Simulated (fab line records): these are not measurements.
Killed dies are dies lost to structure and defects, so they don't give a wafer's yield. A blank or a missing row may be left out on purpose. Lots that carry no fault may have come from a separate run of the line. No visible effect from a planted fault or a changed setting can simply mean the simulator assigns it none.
What tool caused it? / flow n5-finfet / 24 lots, 72 wafers sampled, at 5 steps of a route of 1938

WHAT THE GAUGES READ, wafer by wafer
N5_BEOL_M10_CD_MEAS_18: pitch 140 nm, target cd 70 nm.
lot=L074; measured=day 10 16:21; on=cd-sem-03; cd-nm (nm)=69.9 69.4 69.4
lot=L075; measured=day 11 04:07; on=cd-sem-03; cd-nm (nm)=69.9 70.0 70.0
lot=L077; measured=day 11 09:44; on=cd-sem-01; cd-nm (nm)=71.2 70.6 70.2
lot=L076; measured=day 11 15:40; on=cd-sem-02; cd-nm (nm)=70.4 70.7 70.2
lot=L078; measured=day 11 20:38; on=cd-sem-01; cd-nm (nm)=69.9 69.7 69.2
lot=L080; measured=day 11 21:56; on=cd-sem-01; cd-nm (nm)=70.3 70.2 69.9
lot=L079; measured=day 12 02:56; on=cd-sem-03; cd-nm (nm)=70.5 70.2 70.3
lot=L081; measured=day 12 14:53; on=cd-sem-03; cd-nm (nm)=70.1 69.8 69.7
lot=L083; measured=day 12 23:41; on=cd-sem-02; cd-nm (nm)=70.4 70.5 70.9
lot=L082; measured=day 13 00:10; on=cd-sem-01; cd-nm (nm)=70.8 70.6 70.8
lot=L084; measured=day 13 16:03; on=cd-sem-02; cd-nm (nm)=69.3 69.8 69.8
lot=L085; measured=day 13 23:44; on=cd-sem-03; cd-nm (nm)=69.4 69.7 70.3
lot=L086; measured=day 14 00:28; on=cd-sem-02; cd-nm (nm)=69.7 69.3 69.8
lot=L087; measured=day 14 05:04; on=cd-sem-03; cd-nm (nm)=69.9 69.6 69.4
lot=L089; measured=day 14 05:44; on=cd-sem-02; cd-nm (nm)=69.8 70.2 69.8
lot=L088; measured=day 14 14:17; on=cd-sem-02; cd-nm (nm)=71.1 70.7 70.7
lot=L090; measured=day 14 23:56; on=cd-sem-03; cd-nm (nm)=70.0 70.2 69.9
lot=L092; measured=day 15 04:34; on=cd-sem-01; cd-nm (nm)=70.3 70.1 69.6
lot=L091; measured=day 15 05:00; on=cd-sem-01; cd-nm (nm)=70.3 70.6 69.7
lot=L094; measured=day 15 16:13; on=cd-sem-01; cd-nm (nm)=70.6 70.1 69.9
lot=L095; measured=day 16 01:13; on=cd-sem-03; cd-nm (nm)=70.0 70.4 70.3
lot=L093; measured=day 16 01:37; on=cd-sem-01; cd-nm (nm)=68.9 70.0 70.0
lot=L096; measured=day 16 06:14; on=cd-sem-03; cd-nm (nm)=69.4 69.8 69.5
lot=L097; measured=day 16 08:28; on=cd-sem-02; cd-nm (nm)=69.9 69.8 70.4

EACH LOT AND THE TOOL THAT RAN IT (in order: tool; ch and the chambers of the sampled wafers; start)
lot=L074; N5_BEOL_M9_ALD_74=ald-metal-01 ch 0,1,3, day 10 10:39; N5_BEOL_M9_SURFACE_TREAT_79=pvd-sputter-03, day 10 12:28; N5_BEOL_M10_CURE_71=uv-cure-01 ch 0, day 10 14:13; N5_BEOL_M10_HM_OPEN_17=rie-metal-02 ch 0,1, day 10 16:08
lot=L075; N5_BEOL_M9_ALD_74=ald-metal-03 ch 0,1, day 10 23:35; N5_BEOL_M9_SURFACE_TREAT_79=pvd-sputter-02, day 10 23:53; N5_BEOL_M10_CURE_71=uv-cure-03 ch 1, day 11 01:35; N5_BEOL_M10_HM_OPEN_17=rie-metal-01 ch 0,1, day 11 03:52
lot=L077; N5_BEOL_M9_ALD_74=ald-metal-01 ch 1,2, day 11 03:11; N5_BEOL_M9_SURFACE_TREAT_79=pvd-sputter-01, day 11 03:30; N5_BEOL_M10_CURE_71=uv-cure-01 ch 2, day 11 04:51; N5_BEOL_M10_HM_OPEN_17=rie-metal-02 ch 0,1, day 11 09:28
lot=L076; N5_BEOL_M9_ALD_74=ald-metal-01 ch 0,1,3, day 11 10:24; N5_BEOL_M9_SURFACE_TREAT_79=pvd-sputter-02, day 11 10:41; N5_BEOL_M10_CURE_71=uv-cure-01 ch 1, day 11 12:04; N5_BEOL_M10_HM_OPEN_17=rie-metal-01 ch 0,1, day 11 15:27
lot=L078; N5_BEOL_M9_ALD_74=ald-metal-03 ch 0,1,3, day 11 14:14; N5_BEOL_M9_SURFACE_TREAT_79=pvd-sputter-01, day 11 14:32; N5_BEOL_M10_CURE_71=uv-cure-02 ch 2, day 11 17:28; N5_BEOL_M10_HM_OPEN_17=rie-metal-01 ch 0,1, day 11 20:29
lot=L080; N5_BEOL_M9_ALD_74=ald-metal-01 ch 0,2, day 11 16:56; N5_BEOL_M9_SURFACE_TREAT_79=pvd-sputter-02, day 11 17:13; N5_BEOL_M10_CURE_71=uv-cure-01 ch 0, day 11 19:05; N5_BEOL_M10_HM_OPEN_17=rie-metal-01 ch 0,1, day 11 21:45
lot=L079; N5_BEOL_M9_ALD_74=ald-metal-03 ch 1,2,3, day 11 21:34; N5_BEOL_M9_SURFACE_TREAT_79=pvd-sputter-02, day 11 21:52; N5_BEOL_M10_CURE_71=uv-cure-01 ch 2, day 11 23:43; N5_BEOL_M10_HM_OPEN_17=rie-metal-02 ch 0,1, day 12 02:34
lot=L081; N5_BEOL_M9_ALD_74=ald-metal-01 ch 1,2, day 12 09:19; N5_BEOL_M9_SURFACE_TREAT_79=pvd-sputter-03, day 12 09:38; N5_BEOL_M10_CURE_71=uv-cure-03 ch 1, day 12 11:38; N5_BEOL_M10_HM_OPEN_17=rie-metal-03 ch 0,1, day 12 14:42
lot=L083; N5_BEOL_M9_ALD_74=ald-metal-03 ch 0,1,2, day 12 18:17; N5_BEOL_M9_SURFACE_TREAT_79=pvd-sputter-02, day 12 18:37; N5_BEOL_M10_CURE_71=uv-cure-03 ch 0, day 12 20:13; N5_BEOL_M10_HM_OPEN_17=rie-metal-02 ch 0,1, day 12 23:23
lot=L082; N5_BEOL_M9_ALD_74=ald-metal-01 ch 0,2,3, day 12 19:31; N5_BEOL_M9_SURFACE_TREAT_79=pvd-sputter-02, day 12 19:50; N5_BEOL_M10_CURE_71=uv-cure-03 ch 0, day 12 22:03; N5_BEOL_M10_HM_OPEN_17=rie-metal-02 ch 0,1, day 12 23:59
lot=L084; N5_BEOL_M9_ALD_74=ald-metal-01 ch 0,3, day 13 09:42; N5_BEOL_M9_SURFACE_TREAT_79=pvd-sputter-02, day 13 10:07; N5_BEOL_M10_CURE_71=uv-cure-01 ch 0, day 13 11:26; N5_BEOL_M10_HM_OPEN_17=rie-metal-02 ch 0,1, day 13 15:49
lot=L085; N5_BEOL_M9_ALD_74=ald-metal-03 ch 0,2,3, day 13 18:35; N5_BEOL_M9_SURFACE_TREAT_79=pvd-sputter-03, day 13 18:53; N5_BEOL_M10_CURE_71=uv-cure-03 ch 0, day 13 20:16; N5_BEOL_M10_HM_OPEN_17=rie-metal-02 ch 0, day 13 23:28
lot=L086; N5_BEOL_M9_ALD_74=ald-metal-04 ch 0,2,3, day 13 19:07; N5_BEOL_M9_SURFACE_TREAT_79=pvd-sputter-03, day 13 19:41; N5_BEOL_M10_CURE_71=uv-cure-02 ch 0, day 13 21:55; N5_BEOL_M10_HM_OPEN_17=rie-metal-01 ch 0,1, day 14 00:17
lot=L087; N5_BEOL_M9_ALD_74=ald-metal-01 ch 0,1, day 13 22:34; N5_BEOL_M9_SURFACE_TREAT_79=pvd-sputter-02, day 13 23:13; N5_BEOL_M10_CURE_71=uv-cure-02 ch 1, day 14 00:59; N5_BEOL_M10_HM_OPEN_17=rie-metal-01 ch 0,1, day 14 04:51
lot=L089; N5_BEOL_M9_ALD_74=ald-metal-04 ch 0,2,3, day 13 23:55; N5_BEOL_M9_SURFACE_TREAT_79=pvd-sputter-01, day 14 00:16; N5_BEOL_M10_CURE_71=uv-cure-01 ch 2, day 14 01:34; N5_BEOL_M10_HM_OPEN_17=rie-metal-01 ch 0,1, day 14 05:33
lot=L088; N5_BEOL_M9_ALD_74=ald-metal-04 ch 0,2, day 14 10:30; N5_BEOL_M9_SURFACE_TREAT_79=pvd-sputter-02, day 14 10:49; N5_BEOL_M10_CURE_71=uv-cure-02 ch 0, day 14 12:18; N5_BEOL_M10_HM_OPEN_17=rie-metal-01 ch 0,1, day 14 14:07
lot=L090; N5_BEOL_M9_ALD_74=ald-metal-04 ch 0,2,3, day 14 18:29; N5_BEOL_M9_SURFACE_TREAT_79=pvd-sputter-01, day 14 18:48; N5_BEOL_M10_CURE_71=uv-cure-03 ch 0, day 14 20:21; N5_BEOL_M10_HM_OPEN_17=rie-metal-02 ch 0,1, day 14 23:39
lot=L092; N5_BEOL_M9_ALD_74=ald-metal-01 ch 1,2,3, day 15 00:05; N5_BEOL_M9_SURFACE_TREAT_79=pvd-sputter-03, day 15 00:24; N5_BEOL_M10_CURE_71=uv-cure-03 ch 2, day 15 01:57; N5_BEOL_M10_HM_OPEN_17=rie-metal-01 ch 0, day 15 04:10
lot=L091; N5_BEOL_M9_ALD_74=ald-metal-04 ch 0,2, day 15 00:11; N5_BEOL_M9_SURFACE_TREAT_79=pvd-sputter-03, day 15 00:31; N5_BEOL_M10_CURE_71=uv-cure-02 ch 1, day 15 02:30; N5_BEOL_M10_HM_OPEN_17=rie-metal-03 ch 0,1, day 15 04:47
lot=L094; N5_BEOL_M9_ALD_74=ald-metal-04 ch 0,2, day 15 11:53; N5_BEOL_M9_SURFACE_TREAT_79=pvd-sputter-03, day 15 12:11; N5_BEOL_M10_CURE_71=uv-cure-02 ch 1, day 15 13:31; N5_BEOL_M10_HM_OPEN_17=rie-metal-02 ch 0,1, day 15 16:02
lot=L095; N5_BEOL_M9_ALD_74=ald-metal-03 ch 1,2, day 15 18:58; N5_BEOL_M9_SURFACE_TREAT_79=pvd-sputter-03, day 15 19:31; N5_BEOL_M10_CURE_71=uv-cure-01 ch 1, day 15 21:04; N5_BEOL_M10_HM_OPEN_17=rie-metal-01 ch 0, day 16 01:02
lot=L093; N5_BEOL_M9_ALD_74=ald-metal-04 ch 1,2,3, day 15 21:21; N5_BEOL_M9_SURFACE_TREAT_79=pvd-sputter-02, day 15 21:53; N5_BEOL_M10_CURE_71=uv-cure-01 ch 0, day 15 23:27; N5_BEOL_M10_HM_OPEN_17=rie-metal-03 ch 0,1, day 16 01:25
lot=L096; N5_BEOL_M9_ALD_74=ald-metal-03 ch 1,3, day 16 01:06; N5_BEOL_M9_SURFACE_TREAT_79=pvd-sputter-03, day 16 01:32; N5_BEOL_M10_CURE_71=uv-cure-02 ch 0, day 16 02:51; N5_BEOL_M10_HM_OPEN_17=rie-metal-01 ch 0,1, day 16 06:02
lot=L097; N5_BEOL_M9_ALD_74=ald-metal-01 ch 2,3, day 16 04:30; N5_BEOL_M9_SURFACE_TREAT_79=pvd-sputter-01, day 16 04:48; N5_BEOL_M10_CURE_71=uv-cure-02 ch 1, day 16 06:08; N5_BEOL_M10_HM_OPEN_17=rie-metal-02 ch 0,1, day 16 08:17
- N5_BEOL_M9_ALD_74: deposits TaN, target thk 2 nm, pulse time 2 s, purge time 3 s.
- N5_BEOL_M9_SURFACE_TREAT_79
- N5_BEOL_M10_CURE_71: cures SiCOH lowk, time 240 s.
- N5_BEOL_M10_HM_OPEN_17: chemistry Cl2/BCl3, target TiN, target depth 20 nm, overetch 6 nm.

AS READ BY THE TOOLS THEMSELVES (means over the sampled wafers that have a number; for cases with no such wafer, the mark the record gives instead)
N5_BEOL_M9_ALD_74.
lot=L074; tool=ald-metal-01; heater-power-w (W)=468; mfc-carrier-sccm (sccm)=1500; precursor-vessel-carrier-sccm (sccm)=1001.1; precursor-vessel-pressure-torr (Torr)=26.24; precursor-vessel-temp-c (C)=74.97
lot=L075; tool=ald-metal-03; heater-power-w (W)=383; mfc-carrier-sccm (sccm)=1496; precursor-vessel-carrier-sccm (sccm)=998.3; precursor-vessel-pressure-torr (Torr)=26.26; precursor-vessel-temp-c (C)=75.06
lot=L077; tool=ald-metal-01; heater-power-w (W)=508; mfc-carrier-sccm (sccm)=1503; precursor-vessel-carrier-sccm (sccm)=1001.7; precursor-vessel-pressure-torr (Torr)=26.27; precursor-vessel-temp-c (C)=75.06
lot=L076; tool=ald-metal-01; heater-power-w (W)=466; mfc-carrier-sccm (sccm)=1499; precursor-vessel-carrier-sccm (sccm)=1000.9; precursor-vessel-pressure-torr (Torr)=26.28; precursor-vessel-temp-c (C)=74.99
lot=L078; tool=ald-metal-03; heater-power-w (W)=423; mfc-carrier-sccm (sccm)=1498; precursor-vessel-carrier-sccm (sccm)=1003.3; precursor-vessel-pressure-torr (Torr)=26.24; precursor-vessel-temp-c (C)=75.03
lot=L080; tool=ald-metal-01; heater-power-w (W)=425; mfc-carrier-sccm (sccm)=1496; precursor-vessel-carrier-sccm (sccm)=1002.2; precursor-vessel-pressure-torr (Torr)=26.22; precursor-vessel-temp-c (C)=75.12
lot=L079; tool=ald-metal-03; heater-power-w (W)=440; mfc-carrier-sccm (sccm)=1500; precursor-vessel-carrier-sccm (sccm)=998.6; precursor-vessel-pressure-torr (Torr)=26.22; precursor-vessel-temp-c (C)=74.95
lot=L081; tool=ald-metal-01; heater-power-w (W)=495; mfc-carrier-sccm (sccm)=1497; precursor-vessel-carrier-sccm (sccm)=998.4; precursor-vessel-pressure-torr (Torr)=26.22; precursor-vessel-temp-c (C)=74.98
lot=L083; tool=ald-metal-03; heater-power-w (W)=407; mfc-carrier-sccm (sccm)=1498; precursor-vessel-carrier-sccm (sccm)=999.5; precursor-vessel-pressure-torr (Torr)=26.27; precursor-vessel-temp-c (C)=74.93
lot=L082; tool=ald-metal-01; heater-power-w (W)=465; mfc-carrier-sccm (sccm)=1497; precursor-vessel-carrier-sccm (sccm)=999.5; precursor-vessel-pressure-torr (Torr)=26.23; precursor-vessel-temp-c (C)=75.05
lot=L084; tool=ald-metal-01; heater-power-w (W)=432; mfc-carrier-sccm (sccm)=1500; precursor-vessel-carrier-sccm (sccm)=999.5; precursor-vessel-pressure-torr (Torr)=26.30; precursor-vessel-temp-c (C)=75.05
lot=L085; tool=ald-metal-03; heater-power-w (W)=395; mfc-carrier-sccm (sccm)=1500; precursor-vessel-carrier-sccm (sccm)=1000.7; precursor-vessel-pressure-torr (Torr)=26.26; precursor-vessel-temp-c (C)=75.04
lot=L086; tool=ald-metal-04; heater-power-w (W)=390; mfc-carrier-sccm (sccm)=1503; precursor-vessel-carrier-sccm (sccm)=1000.2; precursor-vessel-pressure-torr (Torr)=26.27; precursor-vessel-temp-c (C)=75.09
lot=L087; tool=ald-metal-01; heater-power-w (W)=449; mfc-carrier-sccm (sccm)=1501; precursor-vessel-carrier-sccm (sccm)=995.6; precursor-vessel-pressure-torr (Torr)=26.22; precursor-vessel-temp-c (C)=74.89
lot=L089; tool=ald-metal-04; heater-power-w (W)=391; mfc-carrier-sccm (sccm)=1500; precursor-vessel-carrier-sccm (sccm)=999.3; precursor-vessel-pressure-torr (Torr)=26.28; precursor-vessel-temp-c (C)=75.06
lot=L088; tool=ald-metal-04; heater-power-w (W)=365; mfc-carrier-sccm (sccm)=1501; precursor-vessel-carrier-sccm (sccm)=998.2; precursor-vessel-pressure-torr (Torr)=26.30; precursor-vessel-temp-c (C)=74.87
lot=L090; tool=ald-metal-04; heater-power-w (W)=383; mfc-carrier-sccm (sccm)=1500; precursor-vessel-carrier-sccm (sccm)=1001.5; precursor-vessel-pressure-torr (Torr)=26.23; precursor-vessel-temp-c (C)=75.09
lot=L092; tool=ald-metal-01; heater-power-w (W)=502; mfc-carrier-sccm (sccm)=1503; precursor-vessel-carrier-sccm (sccm)=1001.6; precursor-vessel-pressure-torr (Torr)=26.29; precursor-vessel-temp-c (C)=74.95
lot=L091; tool=ald-metal-04; heater-power-w (W)=370; mfc-carrier-sccm (sccm)=1502; precursor-vessel-carrier-sccm (sccm)=1003.2; precursor-vessel-pressure-torr (Torr)=26.28; precursor-vessel-temp-c (C)=75.11
lot=L094; tool=ald-metal-04; heater-power-w (W)=374; mfc-carrier-sccm (sccm)=1500; precursor-vessel-carrier-sccm (sccm)=1000.7; precursor-vessel-pressure-torr (Torr)=26.24; precursor-vessel-temp-c (C)=74.96
lot=L095; tool=ald-metal-03; heater-power-w (W)=429; mfc-carrier-sccm (sccm)=1500; precursor-vessel-carrier-sccm (sccm)=1001.0; precursor-vessel-pressure-torr (Torr)=26.29; precursor-vessel-temp-c (C)=74.98
lot=L093; tool=ald-metal-04; heater-power-w (W)=408; mfc-carrier-sccm (sccm)=1499; precursor-vessel-carrier-sccm (sccm)=999.9; precursor-vessel-pressure-torr (Torr)=26.21; precursor-vessel-temp-c (C)=75.03
lot=L096; tool=ald-metal-03; heater-power-w (W)=462; mfc-carrier-sccm (sccm)=1501; precursor-vessel-carrier-sccm (sccm)=997.9; precursor-vessel-pressure-torr (Torr)=26.25; precursor-vessel-temp-c (C)=74.93
lot=L097; tool=ald-metal-01; heater-power-w (W)=454; mfc-carrier-sccm (sccm)=1498; precursor-vessel-carrier-sccm (sccm)=1003.7; precursor-vessel-pressure-torr (Torr)=26.27; precursor-vessel-temp-c (C)=74.91

N5_BEOL_M9_SURFACE_TREAT_79.
lot=L074; tool=pvd-sputter-03; ar-flow-sccm (sccm)=29.96
lot=L075; tool=pvd-sputter-02; ar-flow-sccm (sccm)=30.10
lot=L077; tool=pvd-sputter-01; ar-flow-sccm (sccm)=30.04
lot=L076; tool=pvd-sputter-02; ar-flow-sccm (sccm)=30.03
lot=L078; tool=pvd-sputter-01; ar-flow-sccm (sccm)=30.03
lot=L080; tool=pvd-sputter-02; ar-flow-sccm (sccm)=30.00
lot=L079; tool=pvd-sputter-02; ar-flow-sccm (sccm)=29.94
lot=L081; tool=pvd-sputter-03; ar-flow-sccm (sccm)=30.01
lot=L083; tool=pvd-sputter-02; ar-flow-sccm (sccm)=29.99
lot=L082; tool=pvd-sputter-02; ar-flow-sccm (sccm)=30.04
lot=L084; tool=pvd-sputter-02; ar-flow-sccm (sccm)=29.90
lot=L085; tool=pvd-sputter-03; ar-flow-sccm (sccm)=29.99
lot=L086; tool=pvd-sputter-03; ar-flow-sccm (sccm)=30.00
lot=L087; tool=pvd-sputter-02; ar-flow-sccm (sccm)=29.94
lot=L089; tool=pvd-sputter-01; ar-flow-sccm (sccm)=29.99
lot=L088; tool=pvd-sputter-02; ar-flow-sccm (sccm)=29.98
lot=L090; tool=pvd-sputter-01; ar-flow-sccm (sccm)=29.93
lot=L092; tool=pvd-sputter-03; ar-flow-sccm (sccm)=30.01
lot=L091; tool=pvd-sputter-03; ar-flow-sccm (sccm)=30.00
lot=L094; tool=pvd-sputter-03; ar-flow-sccm (sccm)=29.94
lot=L095; tool=pvd-sputter-03; ar-flow-sccm (sccm)=30.03
lot=L093; tool=pvd-sputter-02; ar-flow-sccm (sccm)=30.02
lot=L096; tool=pvd-sputter-03; ar-flow-sccm (sccm)=30.01
lot=L097; tool=pvd-sputter-01; ar-flow-sccm (sccm)=30.04

N5_BEOL_M10_CURE_71.
lot=L074; tool=uv-cure-01; lamp-power-pct (%)=52.32; wafer_temp_C_max=386.7
lot=L075; tool=uv-cure-03; lamp-power-pct (%)=52.29; wafer_temp_C_max=387.2
lot=L077; tool=uv-cure-01; lamp-power-pct (%)=52.39; wafer_temp_C_max=386.5
lot=L076; tool=uv-cure-01; lamp-power-pct (%)=52.30; wafer_temp_C_max=386.0
lot=L078; tool=uv-cure-02; lamp-power-pct (%)=52.30; wafer_temp_C_max=386.5
lot=L080; tool=uv-cure-01; lamp-power-pct (%)=52.33; wafer_temp_C_max=386.5
lot=L079; tool=uv-cure-01; lamp-power-pct (%)=52.34; wafer_temp_C_max=386.6
lot=L081; tool=uv-cure-03; lamp-power-pct (%)=52.30; wafer_temp_C_max=388.1
lot=L083; tool=uv-cure-03; lamp-power-pct (%)=52.32; wafer_temp_C_max=386.7
lot=L082; tool=uv-cure-03; lamp-power-pct (%)=52.29; wafer_temp_C_max=386.6
lot=L084; tool=uv-cure-01; lamp-power-pct (%)=52.28; wafer_temp_C_max=386.4
lot=L085; tool=uv-cure-03; lamp-power-pct (%)=52.35; wafer_temp_C_max=386.7
lot=L086; tool=uv-cure-02; lamp-power-pct (%)=52.36; wafer_temp_C_max=386.3
lot=L087; tool=uv-cure-02; lamp-power-pct (%)=52.31; wafer_temp_C_max=387.8
lot=L089; tool=uv-cure-01; lamp-power-pct (%)=52.25; wafer_temp_C_max=386.8
lot=L088; tool=uv-cure-02; lamp-power-pct (%)=52.32; wafer_temp_C_max=386.5
lot=L090; tool=uv-cure-03; lamp-power-pct (%)=52.34; wafer_temp_C_max=386.6
lot=L092; tool=uv-cure-03; lamp-power-pct (%)=52.30; wafer_temp_C_max=386.9
lot=L091; tool=uv-cure-02; lamp-power-pct (%)=52.28; wafer_temp_C_max=387.5
lot=L094; tool=uv-cure-02; lamp-power-pct (%)=52.32; wafer_temp_C_max=386.9
lot=L095; tool=uv-cure-01; lamp-power-pct (%)=52.29; wafer_temp_C_max=386.0
lot=L093; tool=uv-cure-01; lamp-power-pct (%)=52.31; wafer_temp_C_max=387.1
lot=L096; tool=uv-cure-02; lamp-power-pct (%)=52.27; wafer_temp_C_max=386.8
lot=L097; tool=uv-cure-02; lamp-power-pct (%)=52.32; wafer_temp_C_max=387.8

N5_BEOL_M10_HM_OPEN_17.
lot=L074; tool=rie-metal-02; bias-w (W)=126.0; drypump-motor-current-A (A)=5.6; oes-product-au (a.u.)=0.74; throttle-valve-pct (%)=22.24
lot=L075; tool=rie-metal-01; bias-w (W)=126.0; drypump-motor-current-A (A)=6.2; oes-product-au (a.u.)=0.60; throttle-valve-pct (%)=22.07
lot=L077; tool=rie-metal-02; bias-w (W)=125.5; drypump-motor-current-A (A)=5.4; oes-product-au (a.u.)=0.68; throttle-valve-pct (%)=22.34
lot=L076; tool=rie-metal-01; bias-w (W)=125.8; drypump-motor-current-A (A)=6.1; oes-product-au (a.u.)=0.68; throttle-valve-pct (%)=22.04
lot=L078; tool=rie-metal-01; bias-w (W)=126.3; drypump-motor-current-A (A)=6.1; oes-product-au (a.u.)=0.68; throttle-valve-pct (%)=22.02
lot=L080; tool=rie-metal-01; bias-w (W)=125.8; drypump-motor-current-A (A)=6.2; oes-product-au (a.u.)=0.60; throttle-valve-pct (%)=22.08
lot=L079; tool=rie-metal-02; bias-w (W)=125.9; drypump-motor-current-A (A)=5.4; oes-product-au (a.u.)=0.67; throttle-valve-pct (%)=22.34
lot=L081; tool=rie-metal-03; bias-w (W)=126.3; drypump-motor-current-A (A)=5.6; oes-product-au (a.u.)=0.71; throttle-valve-pct (%)=22.15
lot=L083; tool=rie-metal-02; bias-w (W)=125.9; drypump-motor-current-A (A)=5.4; oes-product-au (a.u.)=0.67; throttle-valve-pct (%)=22.34
lot=L082; tool=rie-metal-02; bias-w (W)=125.9; drypump-motor-current-A (A)=5.6; oes-product-au (a.u.)=0.72; throttle-valve-pct (%)=22.25
lot=L084; tool=rie-metal-02; bias-w (W)=125.9; drypump-motor-current-A (A)=5.6; oes-product-au (a.u.)=0.71; throttle-valve-pct (%)=22.26
lot=L085; tool=rie-metal-02; bias-w (W)=126.1; drypump-motor-current-A (A)=5.3; oes-product-au (a.u.)=0.60; throttle-valve-pct (%)=22.45
lot=L086; tool=rie-metal-01; bias-w (W)=126.3; drypump-motor-current-A (A)=6.2; oes-product-au (a.u.)=0.67; throttle-valve-pct (%)=22.04
lot=L087; tool=rie-metal-01; bias-w (W)=125.8; drypump-motor-current-A (A)=6.2; oes-product-au (a.u.)=0.66; throttle-valve-pct (%)=22.03
lot=L089; tool=rie-metal-01; bias-w (W)=125.6; drypump-motor-current-A (A)=6.2; oes-product-au (a.u.)=0.66; throttle-valve-pct (%)=22.05
lot=L088; tool=rie-metal-01; bias-w (W)=126.3; drypump-motor-current-A (A)=6.1; oes-product-au (a.u.)=0.65; throttle-valve-pct (%)=22.05
lot=L090; tool=rie-metal-02; bias-w (W)=125.8; drypump-motor-current-A (A)=5.6; oes-product-au (a.u.)=0.71; throttle-valve-pct (%)=22.27
lot=L092; tool=rie-metal-01; bias-w (W)=125.7; drypump-motor-current-A (A)=6.2; oes-product-au (a.u.)=0.72; throttle-valve-pct (%)=22.02
lot=L091; tool=rie-metal-03; bias-w (W)=126.5; drypump-motor-current-A (A)=5.5; oes-product-au (a.u.)=0.68; throttle-valve-pct (%)=22.16
lot=L094; tool=rie-metal-02; bias-w (W)=126.1; drypump-motor-current-A (A)=5.6; oes-product-au (a.u.)=0.69; throttle-valve-pct (%)=22.28
lot=L095; tool=rie-metal-01; bias-w (W)=125.6; drypump-motor-current-A (A)=6.1; oes-product-au (a.u.)=0.71; throttle-valve-pct (%)=22.01
lot=L093; tool=rie-metal-03; bias-w (W)=126.0; drypump-motor-current-A (A)=5.6; oes-product-au (a.u.)=0.68; throttle-valve-pct (%)=22.15
lot=L096; tool=rie-metal-01; bias-w (W)=126.1; drypump-motor-current-A (A)=6.2; oes-product-au (a.u.)=0.78; throttle-valve-pct (%)=21.94
lot=L097; tool=rie-metal-02; bias-w (W)=125.7; drypump-motor-current-A (A)=5.6; oes-product-au (a.u.)=0.69; throttle-valve-pct (%)=22.27

THE ANSWER, worked out from the rows above alone
Rule: the usual values come from the lots themselves. Put in order of their means at a reading, lots are off if they are a third of the lots or fewer, leave a main group of 4 or more, and stand apart from it by a gap of 3 or more times the standard deviation of the main group's means; of several such gaps the widest counts. The tables above print the reading to a certain number of digits; a main group whose means all agree to those digits is not used. Also off: a lot with no number at a reading for which 4 or more lots have one. Where the step has rows for the other lots, those lots are counted as sound. Order of review: gauges by route order, followed by the tools' own readings, for which a lot's mean as printed above is used. The first step at which some lot is off is used, and at that step the reading that is off furthest; a lot without a number counts as furthest.
No lot is off at any reading shown: from this, nothing can be told.

WHAT THE SIMULATOR PUT IN
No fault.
